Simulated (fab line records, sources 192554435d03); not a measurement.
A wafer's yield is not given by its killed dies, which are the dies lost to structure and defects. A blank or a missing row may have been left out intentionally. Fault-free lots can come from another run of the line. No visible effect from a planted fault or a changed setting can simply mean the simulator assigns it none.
Matching of chambers + flow n5_finfet + N5_BEOL_M13_ETCH_59 on rie_diel-06: 4 sister chambers
The step etches BARC in N2/H2, target depth 89 nm, overetch 26.7 nm, time 67.9 s. 4 wafers are shown with their chamber, then 12 later ones without.

## EACH WAFER AND ITS CHAMBER
| wafer  | chamber | drypump_motor_current_A (A) |
|--------|---------|-----------------------------|
| L090.2 | 1       | 5.7                         |
| L091.4 | 3       | 5.4                         |
| L091.5 | 2       | 5.2                         |
| L091.6 | 0       | 4.9                         |

## WAFERS MISSING THEIR CHAMBER
| wafer  | drypump_motor_current_A (A) |
|--------|-----------------------------|
| L088.2 | 5.2                         |
| L088.3 | 4.9                         |
| L088.6 | 5.4                         |
| L092.1 | 5.3                         |
| L092.2 | 5.2                         |
| L092.4 | 5.3                         |
| L093.2 | 5.7                         |
| L093.4 | 4.9                         |
| L093.6 | 4.9                         |
| L096.2 | 5.7                         |
| L096.5 | 4.9                         |
| L096.6 | 5.4                         |

## WHICH CHAMBER EACH ONE RAN IN
| wafer  | from the rows above     | in truth |
|--------|-------------------------|----------|
| L088.2 | 2                       | 2        |
| L088.3 | 0                       | 0        |
| L088.6 | 3                       | 3        |
| L092.1 | can't be placed: 2 or 3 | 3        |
| L092.2 | 2                       | 2        |
| L092.4 | can't be placed: 2 or 3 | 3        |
| L093.2 | 1                       | 1        |
| L093.4 | 0                       | 0        |
| L093.6 | 0                       | 0        |
| L096.2 | 1                       | 1        |
| L096.5 | 0                       | 0        |
| L096.6 | 3                       | 3        |
10 of 12 placed correctly. Not placeable from these rows: 2 (in 2, the candidates include the true chamber). Number placed wrongly: 0.
How it was worked out, from the rows above alone: a wafer's distance from a chamber is the root of the sum, over the readings, of the square of ((its reading less the chamber's mean) divided by the reading's scatter). If the next closest chamber is less than 2 further off than the closest, the wafer can't be placed; otherwise it belongs to the closest. For every chamber, the mean is computed from those of its wafers that are shown. The scatter: with one shown wafer a chamber, the root of the mean of the squares of how far each hidden wafer lies from its nearest shown one.
